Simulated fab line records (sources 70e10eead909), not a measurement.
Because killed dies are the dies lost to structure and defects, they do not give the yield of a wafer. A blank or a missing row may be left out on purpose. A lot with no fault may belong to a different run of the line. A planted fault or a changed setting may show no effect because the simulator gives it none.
fab line records + flow nandHarc
[record]
- lots = 14
- wafers = 42
- lastDay = 33
route steps=1302 shown A_SLIT@946 A_WL_FILL@952 A_CONTACT@986
lots with no fault: from the same line, run without faults
startH: hours from the record's opening day to when the first of the lot's shown wafers began + waitH: time in hours since the lot's previous step + " identical to the entry in the row above + L1.1+2: a row that stands for several wafers + - value missing, or start not given + * or withheld: withheld + < > ~ a bound
route shown NAME@n: names a module that has steps shown in the file, with the first one's number in the route + usual: mean/standard deviation taken from wafers without a fault + same: alike in all rows + chamber/n: place in a boat + sites: per-site readings + _std_site: how widely they spread, as a standard deviation + _edge_site: mean of outer sites minus mean of inner sites + radiusMm: for every site, how far away it sits from the centre of the wafer + mask NAME#n: copy n + behind: the tool/chamber that last shaped the wafer + hold: why the lot was held/for how many hours/how that ended + device: names the non-switching transistor (n, p or np) + end of line: the route-end tests of the same wafers + a step with no rows: only its recipe + killed: dies lost to structure and defects at the first sort, not the wafer's yield + map: a wafer's dies, marking killed ones x, the rest . and places with no die _
set.NAME: the setting as run; set.NAME@STEP: as run at that earlier step + model.NAME: the simulator's own value behind a step, which no gauge read
route steps across a sampled set of lots; one table per step, one row per wafer
services: the hour from which a tool's chamber was out of use, counted from the record's first day as startH (under 0 if before that day), plus the number of hours and why
[[steps]]
[step NHARC_A_SLIT_CD_MEAS_21]
[usual]
- cdNm = 289.8/0.95
| lot.wafer | tool     | chamber | startH | waitH | cdNm  |
|-----------|----------|---------|--------|-------|-------|
| L335.1    | cdSem-03 | -       | 466.47 | -     | 289.8 |
| L335.4    | "        | -       | "      | "     | 290.0 |
| L335.5    | "        | -       | "      | "     | 291.6 |
| L334.1    | cdSem-02 | -       | 468.14 | -     | 287.8 |
| L334.3    | "        | -       | "      | "     | 287.0 |
| L334.5    | "        | -       | "      | "     | 287.4 |
| L337.1    | cdSem-02 | -       | 488.79 | -     | 288.8 |
| L337.2    | "        | -       | "      | "     | 289.2 |
| L337.5    | "        | -       | "      | "     | 288.0 |
| L338.1    | cdSem-01 | -       | 511.94 | -     | 291.1 |
| L338.3    | "        | -       | "      | "     | 290.5 |
| L338.5    | "        | -       | "      | "     | 291.0 |
| L339.4    | cdSem-03 | -       | 512.60 | -     | 288.8 |
| L339.5    | "        | -       | "      | "     | 290.4 |
| L339.6    | "        | -       | "      | "     | 288.7 |
| L342.1    | cdSem-03 | -       | 545.46 | -     | 289.6 |
| L342.3    | "        | -       | "      | "     | 290.5 |
| L342.6    | "        | -       | "      | "     | 289.7 |
| L340.2    | cdSem-01 | -       | 558.95 | -     | 289.1 |
| L340.4    | "        | -       | "      | "     | 290.3 |
| L340.5    | "        | -       | "      | "     | 289.1 |
| L341.1    | cdSem-02 | -       | 562.70 | -     | 289.1 |
| L341.2    | "        | -       | "      | "     | 290.2 |
| L341.4    | "        | -       | "      | "     | 289.9 |
| L349.1    | cdSem-03 | -       | 625.14 | -     | 290.0 |
| L349.2    | "        | -       | "      | "     | 290.8 |
| L349.3    | "        | -       | "      | "     | 290.1 |
| L351.1    | cdSem-03 | -       | 639.93 | -     | 290.5 |
| L351.2    | "        | -       | "      | "     | 290.6 |
| L351.4    | "        | -       | "      | "     | 289.7 |
| L350.3    | cdSem-03 | -       | 640.17 | -     | 289.9 |
| L350.5    | "        | -       | "      | "     | 289.1 |
| L350.6    | "        | -       | "      | "     | 291.2 |
| L352.4    | cdSem-02 | -       | 647.96 | -     | 289.9 |
| L352.5    | "        | -       | "      | "     | 289.8 |
| L352.6    | "        | -       | "      | "     | 289.8 |
| L354.1    | cdSem-02 | -       | 670.89 | -     | 289.9 |
| L354.2    | "        | -       | "      | "     | 290.4 |
| L354.6    | "        | -       | "      | "     | 289.4 |
| L356.1    | cdSem-01 | -       | 687.41 | -     | 289.0 |
| L356.3    | "        | -       | "      | "     | 290.2 |
| L356.4    | "        | -       | "      | "     | 290.5 |
[step NHARC_A_WL_FILL_ALD_00]
[recipe]
- targetThkA = 30
- pulseTimeS = 3
- aldCycles = 30
- tempC = 300
- material = Al2O3
[usual]
- heaterPowerW = 464/41
- precursorPulseHeightRel = 0.997/0.021
[same]
- aldCycles = 30
| lot.wafer | tool     | chamber | startH | waitH | heaterPowerW | precursorPulseHeightRel |
|-----------|----------|---------|--------|-------|--------------|-------------------------|
| L335.1    | aldHk-02 | 1       | 473.16 | 0.1   | 457          | 0.988                   |
| L335.4    | "        | 3       | "      | "     | 483          | 0.991                   |
| L335.5    | "        | 2       | "      | "     | 455          | 1.042                   |
| L334.1    | aldHk-02 | 3       | 475.80 | 0.1   | 494          | 0.988                   |
| L334.3    | "        | 0       | "      | "     | 442          | 0.979                   |
| L334.5    | "        | 2       | "      | "     | 461          | 1.015                   |
| L337.2    | aldHk-04 | 2       | 497.01 | 1.5   | 439          | 1.005                   |
| L337.1    | "        | 3       | "      | "     | 517          | 1.037                   |
| L337.5    | "        | 1       | "      | "     | 508          | 1.012                   |
| L338.3    | aldHk-03 | 2       | 518.81 | 0.1   | 397          | 0.968                   |
| L338.1    | "        | 3       | "      | "     | 393          | 0.984                   |
| L338.5    | "        | 2       | "      | "     | 401          | 0.981                   |
| L339.4    | aldHk-02 | 1       | 518.84 | 0.1   | 444          | 0.984                   |
| L339.5    | "        | 0       | "      | "     | 437          | 1.028                   |
| L339.6    | "        | 1       | "      | "     | 444          | 0.979                   |
| L342.1    | aldHk-03 | 2       | 552.17 | 0.1   | 396          | 1.012                   |
| L342.3    | "        | 3       | "      | "     | 388          | 1.002                   |
| L342.6    | "        | 1       | "      | "     | 430          | 0.962                   |
| L340.4    | aldHk-04 | 1       | 565.69 | 0.1   | 509          | 0.987                   |
| L340.2    | "        | 3       | "      | "     | 515          | 1.020                   |
| L340.5    | "        | 1       | "      | "     | 510          | 0.996                   |
| L341.4    | aldHk-02 | 2       | 569.62 | 0.3   | 455          | 0.968                   |
| L341.1    | "        | 3       | "      | "     | 493          | 0.988                   |
| L341.2    | "        | 0       | "      | "     | 454          | 0.984                   |
| L349.1    | aldHk-02 | 3       | 631.28 | 0.1   | 499          | 0.904                   |
| L349.2    | "        | 0       | "      | "     | 438          | 1.020                   |
| L349.3    | "        | 1       | "      | "     | 495          | 1.021                   |
| L351.4    | aldHk-02 | 1       | 646.58 | 0.1   | 475          | 1.027                   |
| L351.1    | "        | 2       | "      | "     | 447          | 1.039                   |
| L351.2    | "        | 0       | "      | "     | 459          | 0.997                   |
| L350.3    | aldHk-04 | 1       | 646.66 | 0.1   | 475          | 1.005                   |
| L350.5    | "        | 3       | "      | "     | 539          | 0.985                   |
| L350.6    | "        | 0       | "      | "     | 451          | 0.969                   |
| L352.4    | aldHk-03 | 3       | 655.82 | 1.3   | 358          | 0.991                   |
| L352.6    | "        | 2       | "      | "     | 400          | 0.993                   |
| L352.5    | "        | 3       | "      | "     | 357          | 0.978                   |
| L354.1    | aldHk-02 | 3       | 677.90 | 0.1   | 498          | 0.995                   |
| L354.2    | "        | 1       | "      | "     | 487          | 0.991                   |
| L354.6    | "        | 3       | "      | "     | 488          | 0.987                   |
| L356.1    | aldHk-02 | 2       | 694.11 | 0.1   | 453          | 0.990                   |
| L356.4    | "        | 3       | "      | "     | 482          | 1.001                   |
| L356.3    | "        | 1       | "      | "     | 483          | 0.986                   |
[step NHARC_A_WL_FILL_CMP_12]
[recipe]
- tOverpolishS = 30
- targetThkNm = 100
[usual]
- motorCurrentA = 11.9/0.63
- overpolishRunS = 30.000/0.0086
- timeToEndpointS = 19.4/2.5
| lot.wafer | tool   | chamber | startH | waitH | motorCurrentA | overpolishRunS | timeToEndpointS |
|-----------|--------|---------|--------|-------|---------------|----------------|-----------------|
| L335.1    | cmp-03 | 2       | 490.52 | 0.2   | 12.3          | 30.012         | 20.3            |
| L335.4    | "      | 1       | "      | "     | 11.7          | 30.005         | 21.5            |
| L335.5    | "      | 3       | "      | "     | 11.6          | 29.998         | 20.2            |
| L334.1    | cmp-02 | 0       | 493.25 | 0.2   | 12.2          | 29.985         | 16.7            |
| L334.3    | "      | 1       | "      | "     | 11.7          | 30.009         | 19.9            |
| L334.5    | "      | 3       | "      | "     | 12.4          | 29.997         | 22.7            |
| L337.2    | cmp-03 | 2       | 514.54 | 0.2   | 11.5          | 29.998         | 18.8            |
| L337.1    | "      | 3       | "      | "     | 11.2          | 29.987         | 16.1            |
| L337.5    | "      | 1       | "      | "     | 11.9          | 30.007         | 13.8            |
| L338.3    | cmp-03 | 2       | 536.44 | 0.1   | 11.7          | 29.997         | 18.0            |
| L338.1    | "      | 1       | "      | "     | 12.3          | 29.999         | 18.4            |
| L338.5    | "      | 2       | "      | "     | 12.3          | 30.013         | 19.5            |
| L339.4    | cmp-02 | 3       | 536.51 | 0.2   | 11.8          | 29.996         | 23.9            |
| L339.5    | "      | 1       | "      | "     | 11.8          | 30.003         | 23.8            |
| L339.6    | "      | 2       | "      | "     | 11.5          | 29.996         | 22.7            |
| L342.3    | cmp-01 | 3       | 569.60 | 0.1   | 13.3          | 29.996         | 21.7            |
| L342.1    | "      | 0       | "      | "     | 11.5          | 29.982         | 17.6            |
| L342.6    | "      | 3       | "      | "     | 12.7          | 30.005         | 19.9            |
| L340.2    | cmp-02 | 3       | 585.00 | 0.2   | 12.6          | 30.007         | 23.3            |
| L340.4    | "      | 2       | "      | "     | 11.9          | 29.983         | 20.3            |
| L340.5    | "      | 3       | "      | "     | 13.1          | 30.008         | 22.6            |
| L341.2    | cmp-03 | 2       | 585.03 | 0.2   | 12.0          | 29.998         | 21.5            |
| L341.4    | "      | 3       | "      | "     | 11.2          | 30.006         | 18.0            |
| L341.1    | "      | 0       | "      | "     | 12.0          | 30.011         | 17.4            |
| L349.3    | cmp-01 | 2       | 649.09 | 0.1   | 10.8          | 29.999         | 17.5            |
| L349.2    | "      | 3       | "      | "     | 12.7          | 29.997         | 18.5            |
| L349.1    | "      | 0       | "      | "     | 11.1          | 30.003         | 17.8            |
| L350.3    | cmp-02 | 1       | 664.22 | 0.1   | 12.4          | 29.998         | 19.1            |
| L350.6    | "      | 3       | "      | "     | 12.7          | 30.002         | 21.9            |
| L350.5    | "      | 0       | "      | "     | 12.6          | 30.005         | 18.2            |
| L351.4    | cmp-03 | 1       | 668.18 | 0.1   | 12.3          | 30.001         | 19.0            |
| L351.1    | "      | 2       | "      | "     | 11.2          | 30.017         | 17.6            |
| L351.2    | "      | 3       | "      | "     | 11.8          | 30.005         | 19.0            |
| L352.4    | cmp-03 | 0       | 673.68 | 0.1   | 12.6          | 30.010         | 17.9            |
| L352.5    | "      | 0       | "      | "     | 12.0          | 30.003         | 20.0            |
| L352.6    | "      | 1       | "      | "     | 11.7          | 29.984         | 19.6            |
| L354.1    | cmp-03 | 1       | 693.79 | 0.2   | 12.3          | 29.988         | 19.2            |
| L354.2    | "      | 2       | "      | "     | 11.6          | 30.001         | 20.5            |
| L354.6    | "      | 1       | "      | "     | 12.4          | 29.991         | 18.0            |
| L356.3    | cmp-02 | 1       | 713.79 | 0.1   | 12.1          | 30.001         | 21.0            |
| L356.1    | "      | 2       | "      | "     | 11.7          | 30.007         | 19.1            |
| L356.4    | "      | 3       | "      | "     | 12.1          | 30.001         | 22.3            |
[step NHARC_A_CONTACT_DEP_29]
[recipe]
- targetThkA = 1000
- targetThkNm = 100
- tempC = 400
- pressureTorr = 3.5
- flowSccm = 200
- rfW = 350
- material = SiON
[usual]
- chamberPressureTorr = 3.501/0.008
- heaterPowerOuterW = 461/47
- heaterPowerW = 764/76
- rfFwdPowerW = 348.1/1.1
| lot.wafer | tool     | chamber | startH | waitH | chamberPressureTorr | heaterPowerOuterW | heaterPowerW | rfFwdPowerW |
|-----------|----------|---------|--------|-------|---------------------|-------------------|--------------|-------------|
| L335.1    | pecvd-02 | 2       | 498.81 | 3.6   | 3.501               | 466               | 720          | 346.8       |
| L335.4    | "        | 1       | "      | "     | 3.499               | 409               | 719          | 348.5       |
| L335.5    | "        | 0       | "      | "     | 3.509               | 580               | 863          | 347.7       |
| L334.1    | pecvd-02 | 1       | 499.96 | 3.6   | 3.502               | 450               | 776          | 346.1       |
| L334.3    | "        | 2       | "      | "     | 3.504               | 398               | 601          | 348.7       |
| L334.5    | "        | 0       | "      | "     | 3.486               | 476               | 742          | 347.7       |
| L337.1    | pecvd-01 | 1       | 519.87 | 3.5   | 3.503               | 502               | 791          | 346.8       |
| L337.2    | "        | 2       | "      | "     | 3.498               | 392               | 639          | 348.9       |
| L337.5    | "        | 0       | "      | "     | 3.502               | 356               | 635          | 347.0       |
| L338.3    | pecvd-04 | 0       | 543.35 | 2.2   | -                   | -                 | -            | -           |
| L338.1    | "        | 1       | "      | "     | -                   | -                 | -            | -           |
| L338.5    | "        | 2       | "      | "     | -                   | -                 | -            | -           |
| L339.4    | pecvd-01 | 2       | 543.38 | 1.5   | 3.489               | 466               | 721          | 348.1       |
| L339.6    | "        | 0       | "      | "     | 3.497               | 429               | 737          | 346.8       |
| L339.5    | "        | 1       | "      | "     | 3.485               | 514               | 844          | 347.1       |
| L342.1    | pecvd-04 | 2       | 576.11 | 3.6   | -                   | -                 | -            | -           |
| L342.3    | "        | 0       | "      | "     | -                   | -                 | -            | -           |
| L342.6    | "        | 1       | "      | "     | -                   | -                 | -            | -           |
| L340.2    | pecvd-04 | 1       | 590.52 | 2.9   | 3.496               | 489               | 818          | 346.7       |
| L340.4    | "        | 1       | "      | "     | 3.493               | 486               | 833          | 348.0       |
| L340.5    | "        | 2       | "      | "     | 3.491               | 492               | 902          | 347.9       |
| L341.2    | pecvd-01 | 1       | 592.57 | 3.3   | 3.506               | 395               | 678          | 347.2       |
| L341.1    | "        | 2       | "      | "     | 3.498               | 440               | 686          | 349.0       |
| L341.4    | "        | 2       | "      | "     | 3.487               | 442               | 709          | 346.5       |
| L349.3    | pecvd-02 | 0       | 655.77 | 2.2   | 3.508               | 475               | 713          | 349.0       |
| L349.2    | "        | 1       | "      | "     | 3.504               | 429               | 753          | 345.5       |
| L349.1    | "        | 2       | "      | "     | 3.500               | 423               | 648          | 348.3       |
| L350.3    | pecvd-01 | 1       | 672.89 | 2.3   | 3.492               | 459               | 742          | 347.6       |
| L350.6    | "        | 1       | "      | "     | 3.507               | 449               | 755          | 347.1       |
| L350.5    | "        | 0       | "      | "     | 3.493               | 394               | 703          | 347.1       |
| L351.2    | pecvd-04 | 2       | 675.50 | 2.9   | 3.502               | 458               | 812          | 347.3       |
| L351.1    | "        | 0       | "      | "     | 3.510               | 412               | 677          | 349.6       |
| L351.4    | "        | 1       | "      | "     | 3.509               | 538               | 877          | 347.6       |
| L352.4    | pecvd-04 | 0       | 683.52 | 1.5   | 3.491               | 465               | 740          | 348.2       |
| L352.5    | "        | 1       | "      | "     | 3.495               | 456               | 775          | 348.9       |
| L352.6    | "        | 2       | "      | "     | 3.507               | 468               | 846          | 348.7       |
| L354.2    | pecvd-04 | 2       | 699.18 | 2.9   | 3.487               | 368               | 686          | 347.3       |
| L354.1    | "        | 1       | "      | "     | 3.488               | 518               | 852          | 349.2       |
| L354.6    | "        | 1       | "      | "     | 3.493               | 507               | 859          | 348.7       |
| L356.1    | pecvd-02 | 2       | 719.23 | 3.6   | 3.502               | 442               | 685          | 347.0       |
| L356.4    | "        | 1       | "      | "     | 3.519               | 493               | 844          | 348.1       |
| L356.3    | "        | 2       | "      | "     | 3.499               | 447               | 712          | 349.2       |
[[services]]
| tool     | chamber | startH | hours | kind   |
|----------|---------|--------|-------|--------|
| pecvd-04 | -       | 450.04 | 13.0  | pm     |
| cmp-03   | -       | 456.46 | 4.0   | pm     |
| aldHk-02 | -       | 457.53 | 0.7   | repair |
| cmp-02   | -       | 473.44 | 0.5   | repair |
| cmp-02   | -       | 475.33 | 3.0   | repair |
| pecvd-01 | -       | 493.39 | 13.0  | pm     |
| cmp-02   | -       | 527.19 | 4.0   | pm     |
| cmp-02   | -       | 537.52 | 3.7   | repair |
| cmp-02   | -       | 549.53 | 2.0   | repair |
| cmp-03   | -       | 554.46 | 4.0   | pm     |
| cmp-02   | -       | 565.07 | 0.4   | repair |
| cmp-03   | -       | 579.12 | 0.3   | repair |
| cmp-02   | -       | 582.80 | 1.3   | repair |
| cmp-03   | -       | 611.73 | 1.1   | repair |
| cmp-02   | -       | 625.19 | 4.0   | pm     |
| pecvd-04 | -       | 631.04 | 13.0  | pm     |
| cmp-03   | -       | 652.46 | 4.0   | pm     |
| cmp-02   | -       | 696.39 | 4.0   | repair |
| cmp-02   | -       | 707.65 | 2.1   | repair |
| aldHk-02 | -       | 709.59 | 10.0  | pm     |
| cmp-03   | -       | 710.87 | 0.8   | repair |
| cmp-03   | -       | 712.19 | 3.5   | repair |
| pecvd-04 | -       | 712.32 | 1.8   | repair |
| cmp-02   | -       | 716.32 | 2.2   | repair |
[[key]]
[firstSign]
- step = NHARC_A_CONTACT_DEP_29
- reading = toolRecord
- direction = missing
effect none on later readings
metAt NHARC_A_CONTACT_DEP_29
struckLots L338,L342
laterRowsLeftOut L338.1,L338.3,L338.5,L342.1,L342.3,L342.6
sortLeftOut L338.1,L338.3,L338.5,L342.1,L342.3,L342.6
testerLeftOut L338,L342
notActingAt NHARC_A_SLIT_CD_MEAS_21,NHARC_A_WL_FILL_ALD_00,NHARC_A_WL_FILL_CMP_12
[fault]
- kind = skippedStepWhole
- tool = pecvd-04
- chamber = -
- onsetH = 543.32
- steps = NHARC_A_CONTACT_DEP_29
- scope = struckLotsOnly
// testerLeftOut: of these lots the tester's yield and bins aren't shown, on N5 and GAA mostly nor the transistor test; their killed dies are dies lost to structure and defects alone, not to doping, threshold or leakage, so they don't give the yield
// sortLeftOut: the simulated sort isn't trusted on such a fault, so these wafers' sort isn't shown, and their yield isn't known
// laterRowsLeftOut: the simulator's readings of these wafers behind a module that went badly wrong aren't trusted and aren't shown, but for the sort
